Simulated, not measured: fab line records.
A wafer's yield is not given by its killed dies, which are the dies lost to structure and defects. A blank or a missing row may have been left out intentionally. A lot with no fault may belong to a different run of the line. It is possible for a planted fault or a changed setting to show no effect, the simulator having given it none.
2 desks, one fault ; flow n5Finfet ; what lay behind the numbers comes last; until then each desk has only its own

== AT THE TOOL OWNER'S DESK: rieDiel-03 ==
The tool's own readings at N5_BEOL_M14_STRIP_63 (strips in O2): means of the sampled wafers that have a number, for each lot that ran on this tool. A lot is out of limits, marked OUT, if its mean lies more than 4 standard deviations from the usual mean; the brackets give that distance.
Columns: A = drypumpMotorCurrentA at N5_BEOL_M14_STRIP_63, usual 5.58 A; B = oesProductAu at N5_BEOL_M14_STRIP_63, usual 0.79 a.u.; C = rfVppV at N5_BEOL_M14_STRIP_63, usual 3.7 V; D = showerheadPlenumPTorr at N5_BEOL_M14_STRIP_63, usual 2.06 Torr; E = throttleValvePct at N5_BEOL_M14_STRIP_63, usual 16.63 %
lot;first seen here;A;B;C;D;E
L830;day 11 10:00;5.67;0.74;4.0;2.04;16.58
L837;day 13 17:00;5.41;0.78;2.8;2.07;16.53
L841;day 14 10:00;5.58;0.76;4.3;2.05;16.61
L843;day 14 20:00;5.41;0.77;4.3;2.07;16.55
This desk found nothing out of limits on any of the 4 lots.

== THE DEFECT DESK ==
Lot by lot, what the route's inspections counted, given as the mean of those sampled wafers with a number. A lot is out of limits, marked OUT, if its mean lies more than 4 standard deviations from the usual mean; the brackets give that distance.
Columns: A = rawDefectCount at N5_BEOL_M14_INSPECT_30, usual 2.2
lot;first seen here;A
L828;day 10 15:40;2.0
L830;day 11 11:13;1.3
L835;day 12 18:00;1.3
L837;day 13 18:19;1.3
L841;day 14 10:46;79.7 (+48) OUT
L843;day 14 21:23;80.3 (+49) OUT
L845;day 15 12:44;3.0
L848;day 15 20:53;1.3
L850;day 16 19:59;3.7
L851;day 16 20:20;1.3
This desk finds L841, L843 out of limits, L841 being first, at day 14 10:46 (rawDefectCount at N5_BEOL_M14_INSPECT_30). L828, L830, L835, L837, L845, L848, L850, L851: within limits.

== PUT TOGETHER ==
The defect desk could have raised an alarm at day 14 10:46, on L841, L843.
The desk of the tool owner found nothing out of limits.
On record at the tool owner's desk: L841, L843, within its limits.
Of the lots named, all ran N5_BEOL_M14_STRIP_63 on rieDiel-03.

== WHAT HAD BEEN PUT IN BY THE SIMULATOR ==
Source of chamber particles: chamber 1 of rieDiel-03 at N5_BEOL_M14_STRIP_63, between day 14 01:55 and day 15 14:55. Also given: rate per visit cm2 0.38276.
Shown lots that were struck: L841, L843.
Hours from the fault's start to each desk's first reading out of limits: the defect desk, 9.
